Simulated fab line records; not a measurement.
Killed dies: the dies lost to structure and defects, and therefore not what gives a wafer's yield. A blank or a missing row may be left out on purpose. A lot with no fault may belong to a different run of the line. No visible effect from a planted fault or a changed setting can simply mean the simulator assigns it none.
fab line records | flow n5Finfet
record: lots: 7 wafers: 21
route steps=1938 shown BEOL_M0_SAQP@673 BEOL_M0_CUTY@714 BEOL_M0@715 BEOL_M1@755 BEOL_M2@841 BEOL_M3@938
startH: start of the lot's first displayed wafer, in hours after the record's first day | waitH: hours since the lot's step before | " the same as in the row above | L1.1+2: a row that stands for several wafers | - no value, or no start was given | * or withheld: withheld | < > ~ a bound
route shown NAME@n: names a module that has steps shown in the file, with the first one's number in the route | usual: the fault-free wafers' mean and standard deviation | same: alike in all rows | chamber/n: place in a boat | sites: each site's reading | _std_site: standard deviation across them | _edge_site: inner sites' mean taken away from outer sites' mean | radiusMm: how far each site lies from the wafer's centre | mask NAME#n: copy n | behind: the last tool/chamber to shape the wafer | hold: reason for holding the lot/hours on hold/outcome of the hold | device: transistor that didn't switch, given as n, p or np | end of line: tests of these same wafers at the route's end | for a step that has no rows: nothing shown but its recipe | killed: the dies lost at the first sort to structure and to defects; this is not the yield of the wafer | map: dies across one wafer; x = killed, . = not, _ = none there
set.NAME: the setting the step ran with; set.NAME@STEP: the setting that earlier step ran with | model.NAME: the simulator's own value behind a step, which no gauge read
one table per step and one row per wafer, for lots whose settings were changed on purpose
== steps ==
step: N5_BEOL_M0_SAQP_ETCH_107
recipe: chemistry: CH3F/O2 target: SiNx targetDepthA: 300 maskMaterial: SOC pressureMtorr: 30 sourceW: 395 biasW: 73 Ar_flow_sccm: 150 CH3F_flow_sccm: 30 O2_flow_sccm: 20 ionEnergyEv: 120
usual: rfVppV: 300/4.3
columns lot.wafer tool chamber startH waitH set.biasW rfVppV
L077.4 rieDiel-03 0 128.93 0.0 73 303
L077.5 " 1 " " 73 297
L077.6 " 2 " " 73 297
L081.1 rieDiel-06 3 154.80 0.0 83.55 331
L081.5 " 2 " " 83.55 327
L081.6 " 3 " " 73 299
L083.3 rieDiel-05 0 166.79 0.0 73 305
L083.4 " 1 " " 73 296
L083.6 " 2 " " 73 298
L084.4 rieDiel-05 1 172.65 0.0 73 296
L084.5 " 2 " " 73 300
L084.6 " 0 " " 73 305
L088.2 rieDiel-05 3 196.40 0.0 73 307
L088.5 " 3 " " 84.42 345
L088.6 " 0 " " 84.42 342
L093.2 rieDiel-05 3 226.83 0.0 73 306
L093.3 " 0 " " 73 306
L093.5 " 1 " " 73 295
L097.2 rieDiel-06 1 248.99 0.0 83.3 338
L097.4 " 3 " " 73 297
L097.5 " 1 " " 83.3 339
step: N5_BEOL_M0_SAQP_SPACER2_ALD_26
recipe: material: SiO2 targetThkA: 150 tempC: 300 aldPrecursorFamily: BDEAS aldCoReactant: O2-plasma pulseTimeS: 1 purgeTimeS: 2 coReactantPurgeTimeS: 2 pressureTorr: 2
columns lot.wafer tool chamber startH waitH set.targetThkA model.SiO2_of_BEOL_M0_SAQP_SPACER2_ALD_26.thkNm
L077.4 aldSin-03 3 129.18 0.1 150 15
L077.5 " 1 " " 142.1 14.2
L077.6 " 0 " " 142.1 14
L081.1+5 aldSin-02 3,0 155.05 0.1 162 16.2
L081.6 " 2 " " 150 14.8
L083.3+6 aldSin-03 2,0 167.03 0.1 135.6 13.6
L083.4 " 0 " " 150 15
L084.4 aldSin-04 0 172.92 0.1 150 15.2
L084.5+6 " 2,3 " " 150 15
L088.2+5 aldSin-04 2,0 196.65 0.1 142.8 14.4
L088.6 " 1 " " 150 14.8
L093.2+3 aldSin-03 2,1 227.91 0.9 133.4 13.4
L093.5 " 2 " " 150 15
L097.2+5 aldSin-04 0,2 249.62 0.5 157.7 15.6
L097.4 " 2 " " 150 14.8
step: N5_BEOL_M0_SAQP_SPACER2_ETCHBACK_27
recipe: chemistry: CHF3/O2 mode: anisotropicEtchback target: SiO2 targetDepthA: 225 timeS: 11.25 pressureMtorr: 30 sourceW: 650 biasW: 170 Ar_flow_sccm: 200 CHF3_flow_sccm: 50 O2_flow_sccm: 5 ionEnergyEv: 200
step: N5_BEOL_M0_SAQP_MANDREL2_REMOVE_110
recipe: chemistry: HBr/Cl2/O2 btTimeS: 10 target: a-Si stopOn: SiCN endpoint: OES-SiCl overEtchFrac: 1 icpW: 600 biasW: 30 HBr_flow_sccm: 150 Cl2_flow_sccm: 80 O2_flow_sccm: 5 pressureMtorr: 10
columns lot.wafer tool chamber startH waitH set.targetThkA@BEOL_M0_SAQP_SPACER2_ALD_26 model.BEOL_M0_SAQP.cdNm model.SiO2_of_BEOL_M0_SAQP_SPACER2_ALD_26.thkNm
L077.4 rieSi-03 1 129.82 0.1 150 15 10.6
L077.5 " 1 " " 142.1 14.2 9.8
L077.6 " 0 " " 142.1 14.2 9.6
L081.1+5 rieSi-06 2,1 156.06 0.1 162 16.2 11.8
L081.6 " 2 " " 150 15 10.4
L083.3 rieSi-03 1 167.67 0.1 135.6 13.8 9.2
L083.4 " 2 " " 150 14.8 10.4
L083.6 " 1 " " 135.6 13.6 9.2
L084.4+6 rieSi-03 3 173.55 0.0 150 15 10.6
L084.5 " 0 " " 150 14.8 10.6
L088.2 rieSi-03 1 197.28 0.1 142.8 14.4 10
L088.5 " 3 " " 142.8 14.2 10
L088.6 " 0 " " 150 15 10.4
L093.2+3 rieSi-05 2,1 228.55 0.1 133.4 13.4 9
L093.5 " 1 " " 150 15 10.6
L097.2 rieSi-03 1 250.26 0.1 157.7 15.8 11.2
L097.4 " 0 " " 150 14.8 10.4
L097.5 " 3 " " 157.7 15.6 11.2
step: N5_BEOL_M0_SAQP_CD_MEAS_29
recipe: targetCdNm: 14.4 landingEnergyEv: 1000 detector: seInlens
usual: cdNm: 15.02/0.21
columns lot.wafer tool chamber startH waitH set.targetThkA@BEOL_M0_SAQP_SPACER2_ALD_26 cdNm
L077.4 cdSem-01 0 129.93 0.1 150 15.61
L077.5 " 0 " " 142.1 13.98
L077.6 " 0 " " 142.1 14.49
L081.1 cdSem-02 0 156.17 0.1 162 16.47
L081.5 " 0 " " 162 16.14
L081.6 " 0 " " 150 14.77
L083.3 cdSem-01 0 167.78 0.1 135.6 14.03
L083.4 " 0 " " 150 14.57
L083.6 " 0 " " 135.6 13.34
L084.4 cdSem-03 0 173.67 0.1 150 15.28
L084.5 " 0 " " 150 14.89
L084.6 " 0 " " 150 15.03
L088.2 cdSem-02 0 197.39 0.1 142.8 14.15
L088.5 " 0 " " 142.8 14.44
L088.6 " 0 " " 150 14.81
L093.2 cdSem-02 0 228.66 0.1 133.4 13.67
L093.3 " 0 " " 133.4 13.51
L093.5 " 0 " " 150 15.20
L097.2 cdSem-01 0 250.37 0.1 157.7 15.65
L097.4 " 0 " " 150 14.90
L097.5 " 0 " " 157.7 15.53
step: N5_BEOL_M0_SAQP_COAT_69
recipe: resist: SOC tempC: 250 timeS: 60 spinRpm: 1500 resistThkNm: 90
step: N5_BEOL_M0_SAQP_COAT_72
recipe: resist: SiARC tempC: 220 timeS: 60 spinRpm: 1500 resistThkNm: 15
step: N5_BEOL_M0_CUTY_STRIP_64
recipe: chemistry: N2/H2 tempC: 40 n2FlowSccm: 200 h2FlowSccm: 200 rfFrequencyHz: 6e+07
step: N5_BEOL_M0_ETCH_138
recipe: chemistry: CH3F/O2 targetDepthA: 120 target: SiCN timeS: 31.6 ionEnergyEv: 120 pressureMtorr: 30 sourceW: 395 biasW: 75 Ar_flow_sccm: 150 CH3F_flow_sccm: 30 O2_flow_sccm: 20 ends: cleared
step: N5_BEOL_M0_HM_OPEN_105
recipe: chemistry: Cl2/BCl3 targetDepthA: 120 target: TiN ionEnergyEv: 150 pressureMtorr: 10 icpW: 1000 biasW: 126 Cl2_flow_sccm: 53.25 bcl3FlowSccm: 21.75 Ar_flow_sccm: 25
columns lot.wafer tool chamber startH waitH set.targetThkA@BEOL_M0_SAQP_SPACER2_ALD_26 model.SiO2_of_BEOL_M0_SAQP_SPACER2_ALD_26.thkNm
L077.4 rieMetal-01 1 132.47 0.4 150 2.8
L077.5 " 1 " " 142.1 2
L077.6 " 1 " " 142.1 1.8
L081.1 rieMetal-01 1 159.25 0.6 162 3.8
L081.5 " 1 " " 162 4
L081.6 " 0 " " 150 2.6
L083.3 rieMetal-01 1 171.00 0.2 135.6 1.8
L083.4 " 0 " " 150 2.4
L083.6 " 1 " " 135.6 1.6
L084.4 rieMetal-03 1 177.92 1.7 150 2.8
L084.5+6 " 0,1 " " 150 2.6
L088.2+5 rieMetal-03 1,0 200.81 0.1 142.8 2.2
L088.6 " 1 " " 150 2.6
L093.2 rieMetal-01 1 231.86 1.0 133.4 1.8
L093.3 " 0 " " 133.4 1.6
L093.5 " 0 " " 150 3
L097.2+5 rieMetal-01 1 253.65 1.2 157.7 3.4
L097.4 " 1 " " 150 2.6
step: N5_BEOL_M0_ETCH_128
recipe: chemistry: CF4/N2 targetDepthA: 120 overetchA: 51 target: SiCN timeS: 21.4 ionEnergyEv: 150 pressureMtorr: 40 sourceW: 430 biasW: 70 Ar_flow_sccm: 100 cf4FlowSccm: 60 n2FlowSccm: 60
usual: rfVppV: 382.3/1.5
columns lot.wafer tool chamber startH waitH set.sourceW rfVppV
L077.4 rieDiel-01 2 132.91 0.0 495 363.8
L077.5 " 1 " " 495 365.7
L077.6 " 2 " " 430 381.8
L081.1 rieDiel-01 3 159.57 0.0 430 383.4
L081.5 " 0 " " 481.4 367.1
L081.6 " 3 " " 430 383.6
L083.3 rieDiel-01 3 171.55 0.1 365.4 406.4
L083.4 " 2 " " 430 380.6
L083.6 " 2 " " 430 381.1
L084.4 rieDiel-04 2 179.27 0.9 430 383.2
L084.5 " 0 " " 430 383.4
L084.6 " 1 " " 430 383.2
L088.2 rieDiel-01 0 201.15 0.0 397.3 391.0
L088.5 " 0 " " 397.3 390.6
L088.6 " 1 " " 430 382.5
L093.2 rieDiel-01 0 232.50 0.3 430 380.1
L093.3 " 3 " " 430 382.1
L093.5 " 2 " " 469.8 369.5
L097.2 rieDiel-01 2 254.35 0.0 381.3 396.9
L097.4 " 2 " " 381.3 395.6
L097.5 " 1 " " 381.3 399.3
step: N5_BEOL_M1_COAT_61
recipe: resist: SOC tempC: 250 timeS: 60 spinRpm: 1500 resistThkNm: 60
columns lot.wafer tool chamber startH waitH set.spinRpm model.SOC_of_BEOL_M1_COAT_61.thkNm
L077.4 lithoTrack-02 0 138.16 0.1 1500 60
L077.5 " 0 " " 1660 57
L077.6 " 0 " " 1500 60.2
L081.1 lithoTrack-01 0 164.34 0.1 1500 59.8
L081.5 " 0 " " 1435 61.4
L081.6 " 0 " " 1500 60
L083.3+4 lithoTrack-05 0 178.06 0.1 1359 63.2
L083.6 " 0 " " 1500 60
L084.4+5+6 lithoTrack-02 0 183.06 0.1 1500 59.6
L088.2+6 lithoTrack-01 0 205.51 0.1 1387 62.6
L088.5 " 0 " " 1500 60
L093.2+5 lithoTrack-01 0 236.46 0.1 1426 61.8
L093.3 " 0 " " 1500 60.2
L097.2+4 lithoTrack-01 0 259.87 0.1 1500 60.2
L097.5 " 0 " " 1559 59
step: N5_BEOL_M1_COAT_62
recipe: resist: SiARC tempC: 220 timeS: 60 spinRpm: 1500 resistThkNm: 12
step: N5_BEOL_M1_COAT_73
recipe: resist: underlayer tempC: 205 timeS: 60 spinRpm: 1500 resistThkNm: 5
step: N5_BEOL_M1_ETCH_74
recipe: chemistry: N2/H2 target: underlayer targetDepthA: 65 maskMaterial: CAR-EUV timeS: 5.2 ionEnergyEv: 200 pressureMtorr: 30 sourceW: 840 biasW: 150 n2FlowSccm: 200 h2FlowSccm: 200 ends: cleared
step: N5_BEOL_M1_ETCH_63
recipe: chemistry: CF4 target: SiARC targetDepthA: 156 maskMaterial: CAR-EUV timeS: 26 ionEnergyEv: 80 pressureMtorr: 40 sourceW: 545 biasW: 36 Ar_flow_sccm: 100 cf4FlowSccm: 100 ends: cleared
step: N5_BEOL_M1_ETCH_64
recipe: chemistry: N2/H2 target: SOC targetDepthA: 750 overetchA: 150 maskMaterial: SiARC tempC: 40 timeS: 112.5 ionEnergyEv: 200 pressureMtorr: 30 sourceW: 840 biasW: 150 n2FlowSccm: 200 h2FlowSccm: 200
columns lot.wafer tool chamber startH waitH set.spinRpm@BEOL_M1_COAT_61 model.etch.depthNm
L077.4 rieDiel-03 3 138.62 0.0 1500 59.98
L077.5 " 0 " " 1660 57.08
L077.6 " 3 " " 1500 60.15
L081.1 rieDiel-05 0 165.46 0.0 1500 59.86
L081.5 " 3 " " 1435 61.41
L081.6 " 0 " " 1500 59.99
L083.3 rieDiel-05 1 179.09 0.0 1359 63.28
L083.4 " 1 " " 1359 63.14
L083.6 " 2 " " 1500 60.03
L084.4 rieDiel-06 1 184.95 0.0 1500 59.57
L084.5 " 2 " " 1500 59.64
L084.6 " 3 " " 1500 59.59
L088.2 rieDiel-05 0 206.13 0.0 1387 62.57
L088.5 " 0 " " 1500 59.98
L088.6 " 1 " " 1387 62.55
L093.2 rieDiel-05 3 237.05 0.0 1426 61.74
L093.3 " 0 " " 1500 60.28
L093.5 " 3 " " 1426 61.72
L097.2 rieDiel-03 0 260.33 0.0 1500 60.24
L097.4 " 1 " " 1500 60.11
L097.5 " 0 " " 1559 59.04
step: N5_BEOL_M1_STRIP_65
recipe: chemistry: N2/H2 tempC: 40 n2FlowSccm: 200 h2FlowSccm: 200 rfFrequencyHz: 6e+07
step: N5_BEOL_M1_STRIP_75
recipe: chemistry: N2/H2 tempC: 40 n2FlowSccm: 200 h2FlowSccm: 200 rfFrequencyHz: 6e+07
step: N5_BEOL_M1_STRIP_66
recipe: chemistry: CF4 resist: SiARC powerW: 300 biasPowerW: 75 pressureMtorr: 50 cf4FlowSccm: 150 rfFrequencyHz: 6e+07
step: N5_BEOL_M1_HM_OPEN_17
recipe: chemistry: Cl2/BCl3 targetDepthA: 200 overetchA: 60 target: TiN maskMaterial: SOC ionEnergyEv: 150 pressureMtorr: 10 icpW: 1000 biasW: 126 Cl2_flow_sccm: 53.25 bcl3FlowSccm: 21.75 Ar_flow_sccm: 25
columns lot.wafer tool chamber startH waitH set.spinRpm@BEOL_M1_COAT_61 model.SOC_of_BEOL_M1_COAT_61.thkNm
L077.4 rieMetal-01 1 138.88 0.1 1500 52.2
L077.5 " 1 " " 1660 49.4
L077.6 " 1 " " 1500 52.4
L081.1 rieMetal-03 1 165.63 0.0 1500 51.8
L081.5 " 1 " " 1435 53.4
L081.6 " 0 " " 1500 52.6
L083.3 rieMetal-02 0 179.29 0.1 1359 55.6
L083.4 " 1 " " 1359 55
L083.6 " 0 " " 1500 52.2
L084.4 rieMetal-02 1 185.15 0.1 1500 51.4
L084.5 " 0 " " 1500 51.8
L084.6 " 1 " " 1500 51.6
L088.2 rieMetal-01 1 206.30 0.0 1387 54.8
L088.5 " 0 " " 1500 52.2
L088.6 " 1 " " 1387 55
L093.2 rieMetal-03 0 237.22 0.0 1426 54.2
L093.3 " 0 " " 1500 52.8
L093.5 " 1 " " 1426 53.6
L097.2+4 rieMetal-03 1 260.50 0.0 1500 52.2
L097.5 " 0 " " 1559 51.4
step: N5_BEOL_M2_ILD_DEP_00
recipe: material: SiOC targetThkA: 790 tempC: 350 precursor: DEMS/O2 pressureTorr: 5 rfW: 500 timeS: 15.3
columns lot.wafer tool chamber startH waitH set.timeS model.SiOC_of_BEOL_M2_ILD_DEP_00.thkNm
L077.4 pecvd-02 0 145.12 0.1 15.3 78.8
L077.5 " 1 " " 15.3 80.8
L077.6 " 2 " " 15.3 80.4
L081.1 pecvd-04 2 175.65 0.0 16.7 85.6
L081.5 " 0 " " 15.3 79.2
L081.6 " 1 " " 15.3 78.8
L083.3 pecvd-01 0 193.55 0.0 15.3 77.6
L083.4 " 2 " " 15.3 81
L083.6 " 1 " " 15.3 79.4
L084.4 pecvd-02 2 198.68 0.1 15.3 79.4
L084.5+6 " 0,1 " " 15.3 80.2
L088.2 pecvd-04 0 218.85 0.0 15.3 79.2
L088.5 " 2 " " 16.62 87.2
L088.6 " 0 " " 15.3 80.4
L093.2 pecvd-04 0 243.35 0.0 15.3 79.2
L093.3 " 1 " " 14.53 74
L093.5 " 0 " " 15.3 78.8
L097.2+5 pecvd-01 2,1 277.05 0.0 15.3 77
L097.4 " 2 " " 16.9 86
step: N5_BEOL_M2_THK_MEAS_01
recipe: reads: SiOC_of_BEOL_M2_ILD_DEP_00
usual: M2_ILD_THK: 78.9/1.1
columns lot.wafer tool chamber startH waitH set.timeS@BEOL_M2_ILD_DEP_00 M2_ILD_THK[nm]
L077.4 filmMetro-02 - 145.17 0.0 15.3 78.9
L077.5 " - " " 15.3 80.8
L077.6 " - " " 15.3 80.4
L081.1 filmMetro-01 - 175.71 0.0 16.7 85.7
L081.5 " - " " 15.3 79.1
L081.6 " - " " 15.3 78.9
L083.3 filmMetro-01 - 193.62 0.1 15.3 77.5
L083.4 " - " " 15.3 80.8
L083.6 " - " " 15.3 79.5
L084.4 filmMetro-01 - 198.73 0.0 15.3 79.4
L084.5 " - " " 15.3 80.2
L084.6 " - " " 15.3 80.3
L088.2 filmMetro-01 - 218.92 0.1 15.3 79.2
L088.5 " - " " 16.62 87.2
L088.6 " - " " 15.3 80.3
L093.2 filmMetro-01 - 243.42 0.1 15.3 79.3
L093.3 " - " " 14.53 74.0
L093.5 " - " " 15.3 78.8
L097.2 filmMetro-01 - 277.12 0.1 15.3 76.8
L097.4 " - " " 16.9 86.1
L097.5 " - " " 15.3 77.1
step: N5_BEOL_M2_ETCH_69
recipe: chemistry: CF4 target: SiARC targetDepthA: 156 maskMaterial: CAR-EUV timeS: 26 ionEnergyEv: 80 pressureMtorr: 40 sourceW: 545 biasW: 36 Ar_flow_sccm: 100 cf4FlowSccm: 100 ends: cleared
usual: rfVppV: 184.1/1
columns lot.wafer tool chamber startH waitH set.biasW rfVppV
L077.4 rieDiel-01 1 148.12 0.0 36 185.0
L077.5 " 2 " " 36 183.1
L077.6 " 1 " " 36 184.3
L081.1 rieDiel-01 1 179.58 0.0 29.54 162.1
L081.5 " 3 " " 29.54 162.7
L081.6 " 2 " " 36 182.4
L083.3 rieDiel-04 1 196.64 0.0 30.04 163.2
L083.4 " 2 " " 36 185.1
L083.6 " 2 " " 30.04 162.9
L084.4 rieDiel-02 2 201.11 0.0 36 183.9
L084.5 " 3 " " 36 184.6
L084.6 " 0 " " 36 185.6
L088.2 rieDiel-02 0 220.84 0.0 40.08 196.2
L088.5 " 0 " " 36 186.1
L088.6 " 3 " " 36 184.3
L093.2 rieDiel-01 2 247.13 0.0 31.41 169.2
L093.3 " 0 " " 36 183.2
L093.5 " 1 " " 36 184.9
L097.2 rieDiel-04 3 279.13 0.0 33.29 174.7
L097.4 " 1 " " 36 185.0
L097.5 " 0 " " 33.29 175.5
step: N5_BEOL_M2_TRENCH_ETCH_37
recipe: chemistry: C4F6/O2 targetDepthA: 555.55 target: SiOC timeS: 29.2 ionEnergyEv: 250 pressureMtorr: 30 sourceW: 355 biasW: 185 Ar_flow_sccm: 300 C4F6_flow_sccm: 10 O2_flow_sccm: 10
usual: rfVppV: 662/10
columns lot.wafer tool chamber startH waitH set.sourceW rfVppV
L077.4 rieDiel-02 0 - - 392 628
L077.5 " 1 " " 355 654
L077.6 " 0 " " 355 659
L081.1 rieDiel-04 1 - - 323.2 694
L081.5 " 2 " " 355 663
L081.6 " 1 " " 323.2 694
L083.3 rieDiel-04 2 - - 401.4 622
L083.4 " 1 " " 401.4 621
L083.6 " 1 " " 401.4 623
L084.4 rieDiel-01 0 - - 355 653
L084.5 " 1 " " 355 677
L084.6 " 0 " " 355 652
L088.2 rieDiel-01 0 - - 355 651
L088.5 " 1 " " 355 678
L088.6 " 2 " " 294.3 734
L093.2 rieDiel-01 1 - - 355 678
L093.3 " 0 " " 355 652
L093.5 " 0 " " 355 651
L097.2 rieDiel-02 0 - - 355 660
L097.4 " 1 " " 355 654
L097.5 " 2 " " 355 659
step: N5_BEOL_M3_COAT_05
recipe: resist: CAR-EUV spinRpm: 1500 resistThkNm: 30
columns lot.wafer tool chamber startH waitH set.spinRpm model.CAR-EUV_of_BEOL_M3_COAT_05.thkNm
L077.4 lithoTrack-02 0 - - 1500 30
L077.5+6 " 0 " " 1584 29.2
L081.1+5+6 lithoTrack-01 0 - - 1500 30
L083.3+6 lithoTrack-01 0 - - 1500 30
L083.4 " 0 " " 1360 31.6
L084.4+5 lithoTrack-01 0 - - 1500 29.8
L084.6 " 0 " " 1500 30
L088.2+5 lithoTrack-02 0 - - 1500 30.2
L088.6 " 0 " " 1664 28.6
L093.2+5 lithoTrack-02 0 - - 1500 30
L093.3 " 0 " " 1500 30.2
L097.2+4+5 lithoTrack-03 0 - - 1431 30.6
step: N5_BEOL_M3_EBR_07
recipe: solvent: PGMEA ebrWidthMm: 1.5
step: N5_BEOL_M3_SOFTBAKE_06
recipe: tempC: 110 timeS: 60 resist: CAR-EUV
step: N5_BEOL_M3_DESCUM_16
recipe: chemistry: O2 timeS: 7 sourcePowerW: 50 biasPowerW: 20 pressureMtorr: 20 rfFrequencyHz: 2.712e+07 tempC: 40 resist: CAR-EUV o2FlowSccm: 225
columns lot.wafer tool chamber startH waitH set.spinRpm@BEOL_M3_COAT_05 model.CAR-EUV_of_BEOL_M3_COAT_05.thkNm
L077.4 rieDiel-05 3 158.56 0.3 1500 26
L077.5 " 1 " " 1584 25.2
L077.6 " 0 " " 1584 25.4
L081.1+5+6 rieDiel-03 0,3,0 189.93 0.0 1500 26
L083.3+6 rieDiel-03 2,0 207.76 0.0 1500 26.2
L083.4 " 3 " " 1360 27.6
L084.4+5+6 rieDiel-03 1,0,3 216.58 0.0 1500 26
L088.2+5 rieDiel-06 0 233.13 0.0 1500 26.2
L088.6 " 1 " " 1664 24.6
L093.2 rieDiel-06 2 259.44 0.1 1500 26
L093.3+5 " 1 " " 1500 26.2
L097.2+4 rieDiel-03 3,0 290.32 0.7 1431 26.6
L097.5 " 0 " " 1431 26.8
== key ==
split: step: N5_BEOL_M0_SAQP_ETCH_107 setting: biasW stated: 73 by: wafer
response: step: N5_BEOL_M0_SAQP_ETCH_107 reading: rfVppV change: +2.44 per: 1% r: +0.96
split: step: N5_BEOL_M0_SAQP_SPACER2_ALD_26 setting: targetThkA stated: 150 by: wafer
response: step: N5_BEOL_M0_SAQP_SPACER2_ALD_26 reading: model.SiO2_of_BEOL_M0_SAQP_SPACER2_ALD_26.thkNm change: +0.149 per: 1% r: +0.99
response: step: N5_BEOL_M0_SAQP_MANDREL2_REMOVE_110 reading: model.BEOL_M0_SAQP.cdNm change: +0.141 per: 1% r: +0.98
response: step: N5_BEOL_M0_SAQP_MANDREL2_REMOVE_110 reading: model.SiO2_of_BEOL_M0_SAQP_SPACER2_ALD_26.thkNm change: +0.144 per: 1% r: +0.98
response: step: N5_BEOL_M0_SAQP_CD_MEAS_29 reading: cdNm change: +0.146 per: 1% r: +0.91
response: step: N5_BEOL_M0_HM_OPEN_105 reading: model.SiO2_of_BEOL_M0_SAQP_SPACER2_ALD_26.thkNm change: +0.119 per: 1% r: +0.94
split: step: N5_BEOL_M0_ETCH_128 setting: sourceW stated: 430 by: wafer
response: step: N5_BEOL_M0_ETCH_128 reading: rfVppV change: -1.36 per: 1% r: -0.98
split: step: N5_BEOL_M1_COAT_61 setting: spinRpm stated: 1500 by: wafer
response: step: N5_BEOL_M1_COAT_61 reading: model.SOC_of_BEOL_M1_COAT_61.thkNm change: -0.321 per: 1% r: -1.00
response: step: N5_BEOL_M1_ETCH_64 reading: model.etch.depthNm change: -0.313 per: 1% r: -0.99
response: step: N5_BEOL_M1_HM_OPEN_17 reading: model.SOC_of_BEOL_M1_COAT_61.thkNm change: -0.297 per: 1% r: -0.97
split: step: N5_BEOL_M2_ILD_DEP_00 setting: timeS stated: 15.3 by: wafer
response: step: N5_BEOL_M2_ILD_DEP_00 reading: model.SiOC_of_BEOL_M2_ILD_DEP_00.thkNm change: +0.832 per: 1% r: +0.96
response: step: N5_BEOL_M2_THK_MEAS_01 reading: M2_ILD_THK change: +0.837 per: 1% r: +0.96
split: step: N5_BEOL_M2_ETCH_69 setting: biasW stated: 36 by: wafer
response: step: N5_BEOL_M2_ETCH_69 reading: rfVppV change: +1.18 per: 1% r: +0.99
split: step: N5_BEOL_M2_TRENCH_ETCH_37 setting: sourceW stated: 355 by: wafer
response: step: N5_BEOL_M2_TRENCH_ETCH_37 reading: rfVppV change: -3.67 per: 1% r: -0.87
split: step: N5_BEOL_M3_COAT_05 setting: spinRpm stated: 1500 by: wafer
response: step: N5_BEOL_M3_COAT_05 reading: model.CAR-EUV_of_BEOL_M3_COAT_05.thkNm change: -0.155 per: 1% r: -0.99
response: step: N5_BEOL_M3_DESCUM_16 reading: model.CAR-EUV_of_BEOL_M3_COAT_05.thkNm change: -0.145 per: 1% r: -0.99
